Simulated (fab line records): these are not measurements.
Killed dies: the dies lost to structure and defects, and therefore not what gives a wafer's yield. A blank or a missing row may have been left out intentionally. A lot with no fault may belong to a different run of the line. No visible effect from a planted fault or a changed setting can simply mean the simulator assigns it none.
Chamber matching | flow nandHarc | NHARC_P_M1_CMP_23 on cmp-01: 4 sister chambers
The step polishes, t overpolish 20 s, target thk 157.82 nm. 8 wafers are shown with their chamber, then 8 later ones without.

WAFERS WITH THEIR CHAMBER
wafer  | chamber | motorCurrentA (A) | slurryFilterDpKPa (kPa)
L081.1 | 1       | 12.1              | 13.74
L081.6 | 2       | 11.0              | 13.37
L084.3 | 0       | 11.9              | 13.66
L084.5 | 2       | 11.4              | 13.33
L088.1 | 1       | 12.7              | 13.50
L088.3 | 3       | 11.2              | 13.39
L088.4 | 0       | 12.6              | 13.31
L091.1 | 3       | 11.3              | 13.55

WAFERS WITHOUT THEIR CHAMBER
wafer  | motorCurrentA (A) | slurryFilterDpKPa (kPa)
L091.2 | 11.0              | 13.45
L091.3 | 12.4              | 13.40
L096.1 | 10.9              | 13.49
L096.3 | 12.2              | 13.53
L096.4 | 12.5              | 13.45
L097.1 | 11.2              | 13.52
L097.4 | 12.7              | 13.69
L097.5 | 12.4              | 13.58

EACH ONE'S CHAMBER
wafer  | from the rows above     | in truth
L091.2 | can't be placed: 3 or 2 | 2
L091.3 | can't be placed: 0 or 1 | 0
L096.1 | can't be placed: 3 or 2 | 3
L096.3 | can't be placed: 0 or 1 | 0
L096.4 | can't be placed: 0 or 1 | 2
L097.1 | can't be placed: 3 or 2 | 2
L097.4 | can't be placed: 1 or 0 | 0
L097.5 | can't be placed: 1 or 0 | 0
Correct placement for 0 of the 8. Cannot be placed on the basis of these rows: 8; the candidates contain the true chamber in 7. Number placed wrongly: 0.
How it was worked out, from the rows above alone: a wafer's distance from a chamber is the root of the sum, over the readings, of the square of ((its reading less the chamber's mean) divided by the reading's scatter). The wafer belongs to the nearest chamber; if the next one is less than 2 further off, it can't be placed. A chamber's mean is the mean of its shown wafers. The scatter: take each reading less its chamber's mean, square it, sum over the shown wafers, divide by the number of wafers less the number of chambers, and take the root.
